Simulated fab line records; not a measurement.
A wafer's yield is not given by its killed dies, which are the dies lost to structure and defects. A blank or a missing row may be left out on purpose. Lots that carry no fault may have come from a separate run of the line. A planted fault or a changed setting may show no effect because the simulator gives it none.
Split-lot study | flow n5Finfet | 21 wafers read from 7 lots, route of 1938 steps

## SPLIT DETAILS
At N5_BEOL_M2_VIA_ETCH_34 (etches the open film in C4F6/O2, target depth 69.4 nm, time 65.9 s), the setting timeS was moved away from the recipe's 65.9 s on 6 of the 21 wafers read, by -19.7% to +12.7%. For the rest of the wafers, this setting stayed at what the recipe calls for.

Reading taken at the split's own step.

## THE READING
etch.depthNm (the simulator's own value, which no gauge read), in nm, at N5_BEOL_M2_VIA_ETCH_34 (etches the open film in C4F6/O2, target depth 69.4 nm, time 65.9 s). The file gives no usual value for it. Across the 15 wafers here that went through the recipe, the average is 68.82 nm and the standard deviation 1.3 nm.

wafer  | tool, chamber at the split | timeS as run, s | against the recipe | etch.depthNm, nm | against lot-mates on the recipe
L074.2 | rieDiel-06, 1              | 57.06           | -13.4%             | 60.64            | -7.67
L074.4 | rieDiel-06, 0              | 57.06           | -13.4%             | 59.69            | -8.62
L074.5 | rieDiel-06, 0              | 65.9            | recipe             | 68.31            | -
L079.1 | rieDiel-04, 3              | 65.9            | recipe             | 68.14            | -
L079.2 | rieDiel-04, 1              | 65.9            | recipe             | 67.83            | -
L079.6 | rieDiel-04, 0              | 65.9            | recipe             | 71.52            | -
L088.2 | rieDiel-04, 2              | 65.9            | recipe             | 70.27            | -
L088.4 | rieDiel-04, 3              | 65.9            | recipe             | 68.21            | -
L088.6 | rieDiel-04, 1              | 65.9            | recipe             | 68.2             | -
L086.2 | rieDiel-04, 1              | 65.9            | recipe             | 67.67            | -
L086.5 | rieDiel-04, 3              | 65.9            | recipe             | 68.24            | -
L086.6 | rieDiel-04, 0              | 65.9            | recipe             | 71.87            | -
L087.1 | rieDiel-04, 2              | 74.26           | +12.7%             | 79.55            | +11.42
L087.3 | rieDiel-04, 1              | 74.26           | +12.7%             | 75.93            | +7.80
L087.4 | rieDiel-04, 3              | 65.9            | recipe             | 68.13            | -
L089.1 | rieDiel-04, 3              | 52.91           | -19.7%             | 54.66            | -13.24
L089.3 | rieDiel-04, 2              | 52.91           | -19.7%             | 56.81            | -11.09
L089.5 | rieDiel-04, 3              | 65.9            | recipe             | 67.9             | -
L090.3 | rieDiel-01, 3              | 65.9            | recipe             | 68.6             | -
L090.5 | rieDiel-01, 3              | 65.9            | recipe             | 68.53            | -
L090.6 | rieDiel-01, 2              | 65.9            | recipe             | 68.86            | -

FIT RESULTS
A straight line over all 21 wafers: etch.depthNm changes by +0.67 nm for each +1% of timeS; r = +0.97; the points scatter about the line by 1.3 nm.
The same after taking each lot's own level away (the mean of its wafers on the recipe; 21 wafers): +0.653 nm for each +1%; r = +0.97; scatter 1.4 nm.
The reading moves by 13 nm for the largest change in timeS, on that fit.
The lots' own levels span 67.900 to 69.260 nm, that is 1.1 times the standard deviation above.
Hence the lot-to-lot level has little effect on the slope; both slopes agree.
Check: with one of the wafers moved furthest among these (-19.7%) left out of the fit, the line predicts -12.4 nm for it against its lot-mates. It came out at -13.2 nm against them.

## ADDITIONAL SPLITS CARRIED BY THESE WAFERS
Other splits were also applied to these wafers ahead of the reading. Each is held against what the fit with the lots' levels taken away leaves over:
other split on the same wafers | wafers away from the commonest value | r with etch.depthNm (lot level and that fit taken away)
N5_BEOL_M2_COAT_67 spinRpm     | 7                                    | -0.01
N5_BEOL_M2_DESCUM_33 timeS     | 7                                    | +0.01

## FILE'S OWN FIT
etch.depthNm changes by +0.646 nm for each +1% of timeS, r = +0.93.
